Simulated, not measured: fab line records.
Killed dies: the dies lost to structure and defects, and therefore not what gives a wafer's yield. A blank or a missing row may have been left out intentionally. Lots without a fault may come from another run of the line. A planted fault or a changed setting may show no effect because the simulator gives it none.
Chamber matching | flow nand_harc | 4 sister chambers for NHARC_A_SLIT_ETCH_29 on rie_diel-10
The step etches the open film in CF4/O2, target depth 100 nm, overetch 10 nm, time 55 s. 8 wafers are shown with their chamber, then 10 later ones without.

## EACH WAFER AND ITS CHAMBER
wafer  | chamber | drypump_motor_current_A (A) | rf_vpp_V (V)
L076.4 | 0       | 6.3                         | 199.3
L078.2 | 2       | 5.2                         | 198.6
L080.2 | 1       | 5.6                         | 200.0
L089.2 | 2       | 5.2                         | 199.0
L089.4 | 3       | 6.1                         | 196.2
L089.5 | 0       | 6.2                         | 197.1
L092.1 | 3       | 6.2                         | 195.5
L092.3 | 1       | 5.7                         | 197.8

## WAFERS WITH NO CHAMBER GIVEN
wafer  | drypump_motor_current_A (A) | rf_vpp_V (V)
L092.4 | 6.2                         | 199.9
L093.1 | 5.6                         | 199.8
L093.2 | 6.1                         | 196.9
L093.5 | 5.3                         | 199.6
L095.2 | 6.2                         | 198.5
L095.3 | 6.1                         | 195.7
L095.6 | 6.1                         | 197.1
L097.2 | 5.7                         | 200.4
L097.4 | 6.2                         | 200.2
L097.6 | 5.7                         | 198.8

## THE CHAMBER EACH PASSED THROUGH
wafer  | from the rows above     | in truth
L092.4 | can't be placed: 0 or 3 | 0
L093.1 | 1                       | 1
L093.2 | can't be placed: 3 or 0 | 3
L093.5 | 2                       | 2
L095.2 | can't be placed: 0 or 3 | 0
L095.3 | 3                       | 3
L095.6 | can't be placed: 3 or 0 | 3
L097.2 | 1                       | 1
L097.4 | can't be placed: 0 or 3 | 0
L097.6 | 1                       | 1
Correctly placed: 5 of 10. Not placeable from these rows: 5 (in 5, the candidates include the true chamber). 0 placed wrongly.
How it was worked out, from the rows above alone: a wafer's distance from a chamber is the root of the sum, over the readings, of the square of ((its reading less the chamber's mean) divided by the reading's scatter). The wafer belongs to the nearest chamber; if the next one is less than 2 further off, it can't be placed. For every chamber, the mean is computed from those of its wafers that are shown. The scatter: take each reading less its chamber's mean, square it, sum over the shown wafers, divide by the number of wafers less the number of chambers, and take the root.
